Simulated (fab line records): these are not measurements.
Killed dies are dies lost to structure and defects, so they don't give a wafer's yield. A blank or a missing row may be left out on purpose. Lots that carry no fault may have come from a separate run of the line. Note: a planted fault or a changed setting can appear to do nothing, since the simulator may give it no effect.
Chamber matching ; flow nand-harc ; 4 sister chambers for NHARC_A_M1_CMP_23 on cmp-03
The step polishes, t overpolish 20 s, target thk 154.34 nm. 16 wafers are shown with their chamber, then 8 later ones without.

WAFERS, EACH WITH ITS CHAMBER
wafer;chamber;time-to-endpoint-s (s);motor-current-A (A)
L076.2;2;24.6;11.7
L076.3;1;30.6;12.7
L076.5;3;31.2;10.8
L075.1;1;30.6;12.3
L075.4;2;30.8;11.0
L075.5;0;27.6;11.9
L078.1;1;30.6;11.8
L078.5;2;26.4;11.0
L078.6;3;29.6;11.3
L082.1;0;27.8;11.4
L082.4;2;23.0;11.5
L082.6;0;26.9;11.5
L080.3;2;25.9;10.9
L080.4;3;32.9;11.5
L080.6;1;28.3;11.7
L091.1;0;24.9;12.0

SIGNATURES (means of the wafers above)
reading;chamber 0;chamber 1;chamber 2;chamber 3;scatter within a chamber
time-to-endpoint-s;26.800;30.025;26.140;31.233;2.02
motor-current-A;11.700;12.125;11.220;11.200;0.374
Rule: distance of a wafer from a chamber = root of the sum over the readings of ((wafer's reading minus chamber's mean) / reading's scatter) squared. The wafer belongs to the nearest chamber; if the next one is less than 2 further off, it can't be placed. How the scatter is found: for the shown wafers, subtract from each reading the mean of its chamber, square and add these, divide the total by (wafers less chambers), then take the root.

WAFERS WHOSE CHAMBER IS MISSING
wafer;time-to-endpoint-s (s);motor-current-A (A)
L091.2;27.7;12.1
L091.3;24.8;10.7
L091.4;28.4;11.2
L091.5;28.8;12.2
L091.6;26.6;10.9
L096.1;27.6;12.0
L096.2;28.3;11.3
L096.4;28.9;10.6

WHICH CHAMBER EACH ONE RAN IN
wafer;from the rows above;in truth
L091.2;can't be placed: 1 or 0 or 2 or 3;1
L091.3;can't be placed: 2 or 0 or 3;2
L091.4;can't be placed: 2 or 3 or 0 or 1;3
L091.5;can't be placed: 1 or 0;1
L091.6;can't be placed: 2 or 0 or 3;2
L096.1;can't be placed: 0 or 1 or 2 or 3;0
L096.2;can't be placed: 2 or 0 or 3 or 1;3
L096.4;can't be placed: 3 or 2 or 0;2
0 of 8 placed correctly. From these rows, 8 cannot be placed; in 8 the true chamber is one of the candidates. Wrongly placed: 0.
